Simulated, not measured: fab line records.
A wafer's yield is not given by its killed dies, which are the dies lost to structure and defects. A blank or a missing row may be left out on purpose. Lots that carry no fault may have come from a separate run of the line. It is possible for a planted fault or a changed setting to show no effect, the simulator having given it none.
Chamber matching || flow n5-finfet || rie-diel-05 running N5_BEOL_M0_STRIP_104: 4 sister chambers
The step strips in N2/H2. 4 wafers are shown with their chamber, then 12 later ones without.

## WAFERS, EACH WITH ITS CHAMBER
{"wafer": "L083.2", "chamber": 2, "showerhead-plenum-p-Torr (Torr)": 2.63}
{"wafer": "L083.4", "chamber": 3, "showerhead-plenum-p-Torr (Torr)": 2.69}
{"wafer": "L083.5", "chamber": 1, "showerhead-plenum-p-Torr (Torr)": 2.67}
{"wafer": "L083.6", "chamber": 0, "showerhead-plenum-p-Torr (Torr)": 2.50}

## WAFERS WHOSE CHAMBER IS MISSING
{"wafer": "L084.1", "showerhead-plenum-p-Torr (Torr)": 2.63}
{"wafer": "L084.5", "showerhead-plenum-p-Torr (Torr)": 2.68}
{"wafer": "L084.6", "showerhead-plenum-p-Torr (Torr)": 2.50}
{"wafer": "L085.2", "showerhead-plenum-p-Torr (Torr)": 2.50}
{"wafer": "L085.3", "showerhead-plenum-p-Torr (Torr)": 2.62}
{"wafer": "L085.4", "showerhead-plenum-p-Torr (Torr)": 2.67}
{"wafer": "L088.2", "showerhead-plenum-p-Torr (Torr)": 2.49}
{"wafer": "L088.3", "showerhead-plenum-p-Torr (Torr)": 2.68}
{"wafer": "L088.5", "showerhead-plenum-p-Torr (Torr)": 2.68}
{"wafer": "L087.2", "showerhead-plenum-p-Torr (Torr)": 2.67}
{"wafer": "L087.3", "showerhead-plenum-p-Torr (Torr)": 2.68}
{"wafer": "L087.5", "showerhead-plenum-p-Torr (Torr)": 2.49}

## EACH ONE'S CHAMBER
{"wafer": "L084.1", "from the rows above": 2, "in truth": 2}
{"wafer": "L084.5", "from the rows above": "can't be placed: 3 or 1", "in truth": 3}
{"wafer": "L084.6", "from the rows above": 0, "in truth": 0}
{"wafer": "L085.2", "from the rows above": 0, "in truth": 0}
{"wafer": "L085.3", "from the rows above": 2, "in truth": 2}
{"wafer": "L085.4", "from the rows above": 1, "in truth": 1}
{"wafer": "L088.2", "from the rows above": 0, "in truth": 0}
{"wafer": "L088.3", "from the rows above": "can't be placed: 3 or 1", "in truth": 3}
{"wafer": "L088.5", "from the rows above": "can't be placed: 3 or 1", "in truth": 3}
{"wafer": "L087.2", "from the rows above": 1, "in truth": 1}
{"wafer": "L087.3", "from the rows above": "can't be placed: 3 or 1", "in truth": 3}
{"wafer": "L087.5", "from the rows above": 0, "in truth": 0}
Correctly placed: 8 of 12. Not placeable from these rows: 4 (in 4, the candidates include the true chamber). Wrongly placed: 0.
How it was worked out, from the rows above alone: a wafer's distance from a chamber is the root of the sum, over the readings, of the square of ((its reading less the chamber's mean) divided by the reading's scatter). If the next closest chamber is less than 2 further off than the closest, the wafer can't be placed; otherwise it belongs to the closest. For every chamber, the mean is computed from those of its wafers that are shown. The scatter: with one shown wafer a chamber, the root of the mean of the squares of how far each hidden wafer lies from its nearest shown one.
